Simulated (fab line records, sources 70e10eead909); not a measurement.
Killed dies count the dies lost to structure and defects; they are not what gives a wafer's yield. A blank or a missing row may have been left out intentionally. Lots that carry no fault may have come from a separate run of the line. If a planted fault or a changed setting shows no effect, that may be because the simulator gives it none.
fab line records	flow nand_harc
[record] lots = 6	wafers = 18	last_day = 33
route steps=1302 shown P_M0@280 P_M1@285 END@1302
lots that met no fault: from a run of the same line without faults
start_h: hours from the record's first day to the start of the lot's first wafer shown	wait_h: hours from the lot's prior step to this one	" repeats the value in the row above	L1.1+2: several wafers, shown together as one row	- no value, or no start was given	* or withheld: withheld	< > ~ a bound
route shown NAME@n: names a module that has steps shown in the file, with the first one's number in the route	usual: mean and standard deviation over wafers with no fault	same: alike in all rows	chamber/n: place in a boat	sites: each site's reading	_std_site: how widely they spread, as a standard deviation	_edge_site: outer sites' mean less inner sites'	radius_mm: for every site, how far away it sits from the centre of the wafer	mask NAME#n: copy n	behind: tool/chamber where the wafer was last shaped	hold: cause of the lot's hold/its duration in hours/its outcome	device: the n, p or np transistor that did not switch	end of line: the same wafers' tests at the end of the route	where a step has no rows: the recipe by itself	killed: the dies lost at the first sort to structure and to defects; this is not the yield of the wafer	map: shows each die of a wafer: x if killed, . if not, _ if none is there
set.NAME: the setting as run; set.NAME@STEP: as run at that earlier step	model.NAME: the simulator's own value behind a step, which no gauge read
a table for each step, a row for each wafer; lots at some steps of the route
services: the hour from which a tool's chamber was out of use, counted from the record's first day as start_h (under 0 if before that day), plus the number of hours and why
[[steps]]
[step NHARC_P_M0_SRD_25]
[step NHARC_P_M0_INSPECT_27]
[usual] raw_defect_count = 286/110
lot.wafer	tool	chamber	start_h	wait_h	raw_defect_count
L786.1	defect_inspect-01	-	216.31	0.0	310
L786.2	"	-	"	"	263
L786.3	"	-	"	"	226
L788.3	defect_inspect-02	-	231.89	0.0	281
L788.4	"	-	"	"	216
L788.5	"	-	"	"	232
L795.1	defect_inspect-01	-	314.47	0.0	288
L795.3	"	-	"	"	231
L795.4	"	-	"	"	318
L797.2	defect_inspect-01	-	328.83	0.0	221
L797.4	"	-	"	"	264
L797.5	"	-	"	"	202
L799.3	defect_inspect-02	-	338.65	0.0	407
L799.4	"	-	"	"	313
L799.5	"	-	"	"	305
L800.4	defect_inspect-01	-	352.29	0.0	331
L800.5	"	-	"	"	347
L800.6	"	-	"	"	358
[step NHARC_P_M0_PRE_CLEAN_31]
[recipe] time_s = 12	temp_c = 370	rf_power_w = 300	gas = NH3
[usual] heater_power_w = 650/55
lot.wafer	tool	chamber	start_h	wait_h	heater_power_w
L786.2	pecvd-03	0	216.38	0.1	768
L786.3	"	1	"	"	685
L786.1	"	2	"	"	646
L788.3	pecvd-03	0	231.96	0.1	708
L788.5	"	0	"	"	716
L788.4	"	2	"	"	592
L795.1	pecvd-03	1	314.54	0.1	611
L795.3	"	0	"	"	698
L795.4	"	2	"	"	634
L797.2	pecvd-02	1	328.90	0.1	689
L797.4	"	1	"	"	676
L797.5	"	0	"	"	709
L799.3	pecvd-04	2	338.72	0.1	561
L799.4	"	0	"	"	646
L799.5	"	1	"	"	702
L800.6	pecvd-03	0	352.39	0.1	701
L800.5	"	1	"	"	600
L800.4	"	2	"	"	673
[step NHARC_P_M0_DEP_32]
[recipe] target_thk_a = 300	temp_c = 370	target_thk_nm = 30	pressure_torr = 3	flow_sccm = 200	rf_w = 450	material = SiCN
[usual] heater_power_w = 599/57
lot.wafer	tool	chamber	start_h	wait_h	heater_power_w
L786.2	pecvd-03	0	216.46	0.1	690
L786.3	"	1	"	"	550
L786.1	"	2	"	"	526
L788.3	pecvd-03	0	232.04	0.1	703
L788.5	"	0	"	"	687
L788.4	"	2	"	"	543
L795.1	pecvd-03	1	314.62	0.1	510
L795.3	"	0	"	"	709
L795.4	"	2	"	"	616
L797.2	pecvd-02	1	328.98	0.1	624
L797.4	"	1	"	"	619
L797.5	"	0	"	"	674
L799.3	pecvd-04	2	338.80	0.1	596
L799.4	"	0	"	"	654
L799.5	"	1	"	"	602
L800.6	pecvd-03	0	352.56	0.2	732
L800.5	"	1	"	"	583
L800.4	"	2	"	"	608
[step NHARC_P_M1_DEP_00]
[recipe] target_thk_a = 1825	target_thk_nm = 182.5	temp_c = withheld	pressure_torr = 5	flow_sccm = 200	rf_w = 600	material = SiOC
[step NHARC_P_M1_DEHYDRATE_01]
[recipe] temp_c = 150	time_s = 120
[step NHARC_P_M1_HMDS_02]
[recipe] time_s = 30
[step NHARC_P_M1_COAT_34]
[recipe] temp_c = 200	time_s = 65
[step NHARC_P_M1_COAT_03]
[recipe] spin_rpm = 1500	resist_thk_nm = 90
[step NHARC_P_M1_SOFTBAKE_04]
[recipe] temp_c = 105	time_s = 55
[step NHARC_P_M1_EBR_05]
[step NHARC_P_M1_EXPOSE_06]
[recipe] na = 1.35	target_cd_nm = 130	dose_mj = 81.88	mask_id = P_M1
[usual] exposure_dose_mJ_cm2 = 81.83/0.088
lot.wafer	tool	chamber	start_h	wait_h	mask	exposure_dose_mJ_cm2
L786.1	arfi_scanner-03	0	217.54	-	P_M1#0	81.84
L786.2	"	0	"	"	P_M1#0	81.71
L786.3	"	0	"	"	P_M1#0	81.89
L788.3	arfi_scanner-01	0	233.15	-	P_M1#0	81.81
L788.4	"	0	"	"	P_M1#0	81.84
L788.5	"	0	"	"	P_M1#0	81.83
L795.1	arfi_scanner-03	0	315.61	-	P_M1#0	84.40
L795.3	"	0	"	"	P_M1#0	84.43
L795.4	"	0	"	"	P_M1#0	84.42
L797.2	arfi_scanner-03	0	330.07	-	P_M1#0	83.96
L797.4	"	0	"	"	P_M1#0	83.99
L797.5	"	0	"	"	P_M1#0	83.88
L799.3	arfi_scanner-01	0	339.89	-	P_M1#0	81.88
L799.4	"	0	"	"	P_M1#0	81.85
L799.5	"	0	"	"	P_M1#0	81.76
L800.4	arfi_scanner-02	0	353.55	-	P_M1#0	81.85
L800.5	"	0	"	"	P_M1#0	81.88
L800.6	"	0	"	"	P_M1#0	81.94
[step NHARC_P_M1_PEB_07]
[recipe] peb_temp_c = 100	peb_time_s = 65
[step NHARC_P_M1_DEVELOP_08]
[recipe] develop_time_s = 35	dev_temp_c = 23
[step NHARC_P_M1_CD_MEAS_09]
[recipe] target_cd_nm = 130	landing_energy_ev = 500
[usual] cd_nm = 130.1/0.64
lot.wafer	tool	chamber	start_h	wait_h	cd_nm
L786.1	cd_sem-01	0	217.68	-	131.5
L786.2	"	0	"	"	129.9
L786.3	"	0	"	"	130.6
L788.3	cd_sem-03	0	233.29	-	129.9
L788.4	"	0	"	"	129.7
L788.5	"	0	"	"	130.0
L795.1	cd_sem-03	0	315.75	-	131.7
L795.3	"	0	"	"	132.8
L795.4	"	0	"	"	132.1
L797.2	cd_sem-01	0	330.22	-	132.5
L797.4	"	0	"	"	132.3
L797.5	"	0	"	"	132.6
L799.3	cd_sem-03	0	340.03	-	130.1
L799.4	"	0	"	"	131.1
L799.5	"	0	"	"	130.5
L800.4	cd_sem-03	0	353.69	-	129.7
L800.5	"	0	"	"	129.3
L800.6	"	0	"	"	130.2
[step NHARC_P_M1_OVL_MEAS_10]
[recipe] pitch_nm = 260
[usual] overlay_x_nm = 0.1/1	overlay_y_nm = 0.1/0.77
lot.wafer	tool	chamber	start_h	wait_h	overlay_x_nm	overlay_y_nm
L786.1	overlay-01	-	217.77	-	0.4	0.3
L786.2	"	-	"	"	0.9	-0.2
L786.3	"	-	"	"	0.2	-0.3
L788.3	overlay-02	-	233.38	-	0.9	-0.2
L788.4	"	-	"	"	0.9	-0.1
L788.5	"	-	"	"	0.7	-0.3
L795.1	overlay-01	-	315.84	-	-1.5	0.7
L795.3	"	-	"	"	-1.0	0.6
L795.4	"	-	"	"	-1.0	0.9
L797.2	overlay-01	-	330.30	-	-1.3	-1.3
L797.4	"	-	"	"	-1.2	-1.8
L797.5	"	-	"	"	-0.6	-1.4
L799.3	overlay-01	-	340.11	-	-0.4	0.8
L799.4	"	-	"	"	-0.3	0.2
L799.5	"	-	"	"	-0.2	0.3
L800.4	overlay-01	-	353.77	-	1.0	0.2
L800.5	"	-	"	"	0.8	-0.5
L800.6	"	-	"	"	1.3	-0.3
[step NHARC_P_M1_INSPECT_11]
[usual] raw_defect_count = 4.5/2.6
lot.wafer	tool	chamber	start_h	wait_h	raw_defect_count
L786.1	defect_inspect-02	-	217.80	0.0	5
L786.2	"	-	"	"	4
L786.3	"	-	"	"	0
L788.3	defect_inspect-02	-	233.43	0.1	0
L788.4	"	-	"	"	3
L788.5	"	-	"	"	4
L795.1	defect_inspect-02	-	315.88	0.0	8
L795.3	"	-	"	"	2
L795.4	"	-	"	"	2
L797.2	defect_inspect-02	-	330.34	0.0	3
L797.4	"	-	"	"	4
L797.5	"	-	"	"	6
L799.3	defect_inspect-01	-	340.15	0.0	2
L799.4	"	-	"	"	4
L799.5	"	-	"	"	4
L800.4	defect_inspect-01	-	353.81	0.0	3
L800.5	"	-	"	"	3
L800.6	"	-	"	"	4
[step NHARC_P_M1_DESCUM_14]
[recipe] time_s = 3	o2_flow_sccm = 200	ar_flow_sccm = 0	bias_power_w = 0	chemistry = O2
[usual] drypump_motor_current_A = 5.6/0.35	oes_product_au = 0.999/0.011	rf_vpp_V = 57.8/0.89	showerhead_plenum_p_Torr = 1.89/0.08	throttle_valve_pct = 11.311/0.0083
lot.wafer	tool	chamber	start_h	wait_h	drypump_motor_current_A	oes_product_au	rf_hours_counter_h	rf_vpp_V	showerhead_plenum_p_Torr	throttle_valve_pct	model.P_M1.cd_nm
L786.3	rie_diel-01	2	217.86	0.1	5.5	1.015	0	58.9	1.96	11.316	131
L786.1	"	0	"	"	5.9	1.019	0	57.1	1.83	11.325	131.8
L786.2	"	1	"	"	5.1	0.989	0	59.3	1.81	11.286	130.1
L788.3	rie_diel-01	3	233.50	0.1	5.8	1.006	1	58.2	1.93	11.299	130.4
L788.4	"	1	"	"	5.1	0.993	1	56.7	1.81	11.299	129.4
L788.5	"	3	"	"	5.8	0.992	-	57.3	1.93	11.302	130.4
L795.1	rie_diel-08	3	315.94	0.1	5.7	0.990	12	56.3	1.79	11.319	132.1
L795.4	"	0	"	"	5.2	0.997	11	59.1	2.03	11.308	132.1
L795.3	"	2	"	"	5.4	1.007	12	57.3	1.95	11.319	132.5
L797.2	rie_diel-08	1	330.40	0.1	6.2	1.003	12	57.0	1.79	11.306	133.4
L797.4	"	2	"	"	5.4	1.005	13	57.7	1.95	11.301	132.3
L797.5	"	1	"	"	6.2	1.003	-	56.7	1.79	11.315	133.3
L799.3	rie_diel-08	1	340.32	0.2	6.2	0.987	-	57.8	1.79	11.305	131.3
L799.4	"	0	"	"	5.2	0.998	-	58.1	2.03	11.325	131
L799.5	"	1	"	"	6.2	0.986	-	57.8	1.79	11.322	131.2
L800.4	rie_diel-01	3	353.89	0.1	5.7	0.995	8	58.3	1.93	11.305	129.9
L800.5	"	0	"	"	5.9	1.010	-	58.0	1.83	11.305	129.8
L800.6	"	1	"	"	5.1	0.987	-	56.7	1.81	11.311	130.1
[step NHARC_P_M1_ETCH_35]
[recipe] target_depth_a = 400	overetch_a = 120	time_s = 43.94	ion_energy_ev = 200	n2_flow_sccm = 150	h2_flow_sccm = 150	ar_flow_sccm = 0	rf_w = 400	bias_w = 150	chemistry = N2/H2
[usual] drypump_motor_current_A = 5.6/0.35	oes_product_au = 1.000/0.0098	rf_vpp_V = 429.7/2.5	showerhead_plenum_p_Torr = 2.02/0.087	throttle_valve_pct = 14.172/0.0082
lot.wafer	tool	chamber	start_h	wait_h	drypump_motor_current_A	oes_product_au	rf_hours_counter_h	rf_vpp_V	showerhead_plenum_p_Torr	throttle_valve_pct
L786.3	rie_diel-01	2	217.95	0.1	5.5	1.011	0	433.0	2.09	14.168
L786.1	"	3	"	"	5.7	1.000	0	429.2	2.06	14.185
L786.2	"	0	"	"	5.9	1.014	0	428.1	1.95	14.177
L788.3	rie_diel-01	2	233.57	0.1	5.4	0.997	1	432.2	2.09	14.169
L788.4	"	0	"	"	5.9	1.003	1	427.8	1.95	14.170
L788.5	"	2	"	"	5.4	1.010	-	432.3	2.09	14.171
L795.3	rie_diel-08	3	316.02	0.1	5.7	0.994	12	426.4	1.90	14.173
L795.4	"	1	"	"	6.2	0.993	11	427.7	1.90	14.167
L795.1	"	2	"	"	5.3	1.003	12	430.3	2.08	14.163
L797.4	rie_diel-08	3	330.49	0.1	5.7	0.986	12	426.7	1.90	14.169
L797.2	"	1	"	"	6.2	1.002	12	425.6	1.90	14.172
L797.5	"	2	"	"	5.4	1.009	-	431.1	2.08	14.181
L799.4	rie_diel-08	1	340.44	0.1	6.2	0.984	-	427.5	1.90	14.162
L799.3	"	0	"	"	5.2	0.990	-	433.9	2.17	14.153
L799.5	"	1	"	"	6.2	0.986	-	426.4	1.90	14.183
L800.4	rie_diel-01	2	353.96	0.1	5.5	1.007	8	430.7	2.09	14.165
L800.6	"	1	"	"	5.1	0.986	-	429.0	1.92	14.174
L800.5	"	2	"	"	5.5	1.008	-	433.0	2.09	14.173
[step NHARC_P_M1_ETCH_15]
[recipe] target_depth_a = 1825	time_s = 91.2	c4f8_flow_sccm = withheld	ar_flow_sccm = 400	rf_w = 600	bias_w = 300	chemistry = C4F8/Ar
[usual] oes_product_au = 0.955/0.02	rf_vpp_V = 439.9/2.6
lot.wafer	tool	chamber	start_h	wait_h	oes_product_au	rf_hours_counter_h	rf_vpp_V
L786.1	rie_diel-01	2	-	-	0.969	0	442.6
L786.3	"	3	"	"	0.971	0	440.4
L786.2	"	0	"	"	0.993	0	437.8
L788.3	rie_diel-01	2	-	-	0.960	1	442.8
L788.4	"	3	"	"	0.949	1	441.1
L788.5	"	1	"	"	0.955	-	438.7
L795.4	rie_diel-08	2	-	-	0.975	12	442.5
L795.3	"	3	"	"	0.958	12	435.5
L795.1	"	0	"	"	0.956	11	445.7
L797.4	rie_diel-08	3	-	-	0.963	12	437.9
L797.2	"	2	"	"	0.958	13	442.1
L797.5	"	3	"	"	0.961	-	437.7
L799.4	rie_diel-08	1	340.57	0.1	0.947	-	436.2
L799.3	"	0	"	"	0.952	-	444.4
L799.5	"	0	"	"	0.951	-	444.2
L800.4	rie_diel-01	1	-	-	0.951	7	437.7
L800.6	"	0	"	"	0.967	-	439.4
L800.5	"	1	"	"	0.951	-	437.1
[step NHARC_P_M1_CD_MEAS_16]
[usual] cd_nm = 130.4/0.85
lot.wafer	tool	chamber	start_h	wait_h	cd_nm
L786.1	cd_sem-03	-	218.17	-	132.2
L786.2	"	-	"	"	130.0
L786.3	"	-	"	"	131.4
L788.3	cd_sem-02	-	233.80	-	131.0
L788.4	"	-	"	"	129.2
L788.5	"	-	"	"	130.7
L795.1	cd_sem-03	-	316.24	-	131.8
L795.3	"	-	"	"	133.3
L795.4	"	-	"	"	131.4
L797.2	cd_sem-03	-	330.71	-	133.2
L797.4	"	-	"	"	132.9
L797.5	"	-	"	"	133.4
L799.3	cd_sem-01	-	340.73	0.1	131.3
L799.4	"	-	"	"	131.1
L799.5	"	-	"	"	130.9
L800.4	cd_sem-03	-	354.18	-	130.4
L800.5	"	-	"	"	130.2
L800.6	"	-	"	"	130.5
[step NHARC_P_M1_STRIP_18]
[recipe] power_w = 1000	n2_flow_sccm = 150	h2_flow_sccm = 150	ar_flow_sccm = 0	bias_w = 0	chemistry = N2/H2
[usual] drypump_motor_current_A = 5.7/0.36	oes_product_au = 1.003/0.0096	rf_vpp_V = 90.5/0.88	showerhead_plenum_p_Torr = 2.02/0.093	throttle_valve_pct = 14.171/0.0088
lot.wafer	tool	chamber	start_h	wait_h	drypump_motor_current_A	oes_product_au	rf_hours_counter_h	rf_vpp_V	showerhead_plenum_p_Torr	throttle_valve_pct
L786.1	rie_diel-08	1	218.27	0.1	6.2	0.991	3	90.5	1.90	14.162
L786.3	"	2	"	"	5.3	1.001	3	91.5	2.08	14.172
L786.2	"	3	"	"	5.7	0.998	3	90.8	1.90	14.194
L788.3	rie_diel-08	1	233.92	0.1	6.2	0.991	4	88.4	1.90	14.167
L788.4	"	2	"	"	5.3	1.005	5	90.7	2.08	14.151
L788.5	"	0	"	"	5.2	0.997	-	91.3	2.17	14.159
L795.4	rie_diel-01	3	316.32	0.1	5.8	1.003	6	89.4	2.06	14.170
L795.3	"	1	"	"	5.1	0.997	4	88.9	1.92	14.182
L795.1	"	2	"	"	5.4	1.014	5	92.2	2.09	14.179
L797.4	rie_diel-01	1	330.78	0.1	5.2	0.999	5	90.0	1.92	14.172
L797.2	"	2	"	"	5.5	1.012	6	90.8	2.09	14.166
L797.5	"	1	"	"	5.2	0.999	-	89.2	1.92	14.165
L799.4	rie_diel-08	0	340.90	0.2	5.2	1.003	-	91.7	2.17	14.163
L799.3	"	1	"	"	6.2	0.999	-	90.2	1.90	14.175
L799.5	"	0	"	"	5.2	1.004	-	90.1	2.17	14.159
L800.4	rie_diel-08	0	354.33	0.1	5.2	1.001	15	90.3	2.17	14.176
L800.6	"	1	"	"	6.2	0.985	-	89.8	1.90	14.172
L800.5	"	2	"	"	5.3	1.009	-	90.5	2.08	14.177
[step NHARC_P_M1_ETCH_28]
[recipe] target_depth_a = 300	over_etch_frac = 0.3	time_s = 72.99	ion_energy_ev = 150	cf4_flow_sccm = 50	n2_flow_sccm = 100	ar_flow_sccm = 150	rf_w = 300	bias_w = 100	chemistry = CF4/N2
[usual] drypump_motor_current_A = 5.7/0.37	oes_product_au = 1.002/0.0099	rf_vpp_V = 313.7/2.1	showerhead_plenum_p_Torr = 2.60/0.11	throttle_valve_pct = 19.794/0.0095
lot.wafer	tool	chamber	start_h	wait_h	drypump_motor_current_A	oes_product_au	rf_hours_counter_h	rf_vpp_V	showerhead_plenum_p_Torr	throttle_valve_pct	model.P_M1.cd_nm
L786.3	rie_diel-08	1	-	-	6.2	1.015	3	311.8	2.46	19.796	130.9
L786.1	"	2	"	"	5.4	1.020	3	315.9	2.67	19.785	132.9
L786.2	"	3	"	"	5.7	1.009	3	310.8	2.46	19.785	129.9
L788.3	rie_diel-08	0	-	-	5.2	0.986	5	316.3	2.78	19.803	130.6
L788.4	"	3	"	"	5.7	0.993	5	312.3	2.46	19.807	129.2
L788.5	"	1	"	"	6.2	0.992	-	311.7	2.46	19.806	130.7
L795.3	rie_diel-01	2	-	-	5.5	1.014	5	315.6	2.69	19.812	133.9
L795.1	"	0	"	"	5.9	1.013	6	312.7	2.52	19.783	133.5
L795.4	"	1	"	"	5.1	0.996	4	311.9	2.49	19.780	132.7
L797.4	rie_diel-01	3	-	-	5.8	1.006	6	314.7	2.64	19.803	133.2
L797.2	"	0	"	"	5.9	1.031	6	312.4	2.52	19.796	134.2
L797.5	"	1	"	"	5.2	0.991	-	312.2	2.49	19.796	133.8
L799.3	rie_diel-08	0	341.19	0.2	5.2	1.000	13	315.2	2.78	19.799	131.7
L799.5	"	0	"	"	5.2	1.010	-	316.2	2.78	19.801	131.3
L799.4	"	1	"	"	6.2	0.996	-	310.7	2.46	19.780	130.9
L800.4	rie_diel-08	2	-	-	5.4	1.018	13	315.6	2.67	19.780	130.3
L800.5	"	3	"	"	5.7	0.992	-	311.5	2.46	19.799	129.7
L800.6	"	0	"	"	5.2	1.000	-	316.5	2.78	19.794	130.5
[step NHARC_P_M1_STRIP_19]
[recipe] time_s = 600	temp_c = 30	chemistry = post_etch_residue_remover
[step NHARC_END_SORT_01]
[recipe] temp_c = 25
[usual] defect_limited_yield = 89.8/2.9	killed_at_array = 65/19	killed_at_other = 0.9/1.1	killed_at_periphery = 3.5/2.3	killed_dies = 69/19	killed_open = 3.2/1.8	killed_short = 2.4/1.5
[same] gross_dies = 677
lot.wafer	tool	chamber	start_h	wait_h	defect_limited_yield[%]	killed_at_array	killed_at_other	killed_at_periphery	killed_dies	killed_open	killed_short
L788.3	prober-02	0	677.69	3.1	91.3	57	2	0	59	6	2
L788.4	prober-02	0	678.50	3.4	91.1	59	1	0	60	1	1
L788.5	prober-02	0	679.31	3.7	92.3	50	0	2	52	4	1
L800.6	prober-01	0	797.18	4.0	89.1	71	2	1	74	2	2
// killed by level:class
L788.3 A_SLIT:chamber_film_flake=26 A_CHANNEL_HOLE_D2:chamber_film_flake=15 A_CHANNEL_HOLE_D1:chamber_film_flake=6 A_ONON_D1:geometric_particle:open=2 A_ONON_D1:geometric_particle:short=2 THIN_TSV:chamber_film_flake=2 A_CHANNEL_FILL_D1:geometric_particle:open=1 A_STAIRCASE:geometric_particle:open=1
L788.4 A_SLIT:chamber_film_flake=28 A_CHANNEL_HOLE_D2:chamber_film_flake=14 A_CHANNEL_HOLE_D1:chamber_film_flake=10 A_CONTACT:chamber_film_flake=2 A_ONON_D2:geometric_particle:short=1 A_SGD_CUT:geometric_particle:open=1 A_ZERO_WELL:chamber_film_flake=1 A_CHANNEL_FILL_D2:chamber_film_flake=1
L788.5 A_SLIT:chamber_film_flake=29 A_CHANNEL_HOLE_D2:chamber_film_flake=10 A_CHANNEL_HOLE_D1:chamber_film_flake=2 A_CHANNEL_HOLE_D1:geometric_particle:open=1 A_CHANNEL_FILL_D1:geometric_particle:open=1 A_CHANNEL_FILL_D1:geometric_particle:short=1 A_ONON_D2:geometric_particle:open=1 A_M0:geometric_particle:open=1
L800.6 A_CHANNEL_HOLE_D2:chamber_film_flake=33 A_SLIT:chamber_film_flake=13 A_CONTACT:chamber_film_flake=10 A_STAIRCASE:chamber_film_flake=4 A_CHANNEL_FILL_D1:chamber_film_flake=3 A_CHANNEL_HOLE_D2:geometric_particle:short=2 A_DECK1_JOINT:chamber_film_flake=2 THIN_TSV:chamber_film_flake=2
[[services]]
tool	chamber	start_h	hours	kind
arfi_scanner-03	-	196.00	4.0	pm
rie_diel-01	-	198.47	2.6	repair
rie_diel-01	-	203.80	9.0	pm
arfi_scanner-01	-	211.30	4.2	repair
pecvd-02	2	213.21	6.0	repair
rie_diel-01	0	220.92	9.2	repair
pecvd-03	-	221.15	1.6	repair
pecvd-02	-	227.09	13.0	pm
arfi_scanner-01	-	236.25	1.4	repair
rie_diel-08	1	246.68	5.4	repair
pecvd-03	1	247.46	8.8	repair
arfi_scanner-01	-	252.00	4.0	pm
pecvd-04	-	269.22	13.0	pm
rie_diel-01	2	273.27	2.7	repair
rie_diel-01	-	276.56	0.2	repair
rie_diel-01	1	293.18	7.1	repair
rie_diel-08	2	297.66	5.6	repair
pecvd-04	-	297.73	1.5	repair
rie_diel-01	1	307.91	6.5	repair
arfi_scanner-01	-	327.31	8.3	repair
pecvd-04	-	328.28	5.0	repair
rie_diel-08	2	331.28	20.0	repair
rie_diel-08	3	335.12	5.8	repair
arfi_scanner-03	-	338.93	0.8	repair
[[key]]
[first_sign] step = NHARC_P_M1_EXPOSE_06	reading = exposure_dose_mJ_cm2	direction = up	sigmas = 27	usual = 81.83	struck = 84.18
[effect] step = NHARC_P_M1_CD_MEAS_09	reading = cd_nm	direction = up	sigmas = 3.4	usual = 130.1	struck = 132.3	through = control_loop
[effect] step = NHARC_P_M1_CD_MEAS_16	reading = cd_nm	direction = up	sigmas = 2.6	usual = 130.4	struck = 132.7	wafers_moved = 4	through = control_loop
[model_effect] step = NHARC_P_M1_DESCUM_14	value = P_M1.cd_nm	without = 130.9	struck = 132.6
[model_effect] step = NHARC_P_M1_ETCH_28	value = P_M1.cd_nm	without = 131.8	struck = 133.6
met_at NHARC_P_M1_EXPOSE_06
struck_wafers L795.1,L795.3,L795.4,L797.2,L797.4,L797.5
[loop_trim] step = NHARC_P_M1_EXPOSE_06	setting = dose	lots = L797
onset_between 217.54 315.61
[fault] kind = process_parameter_drift	tool = arfi_scanner-03	chamber = -	onset_h = 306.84	steps = NHARC_P_M1_EXPOSE_06	channel = dose_mj	offset = 2.6884	shape = step	acts_in = these_recipes_only	stated = 81.88
// loop_trim: a control loop set the setting to another value than it would have without faults
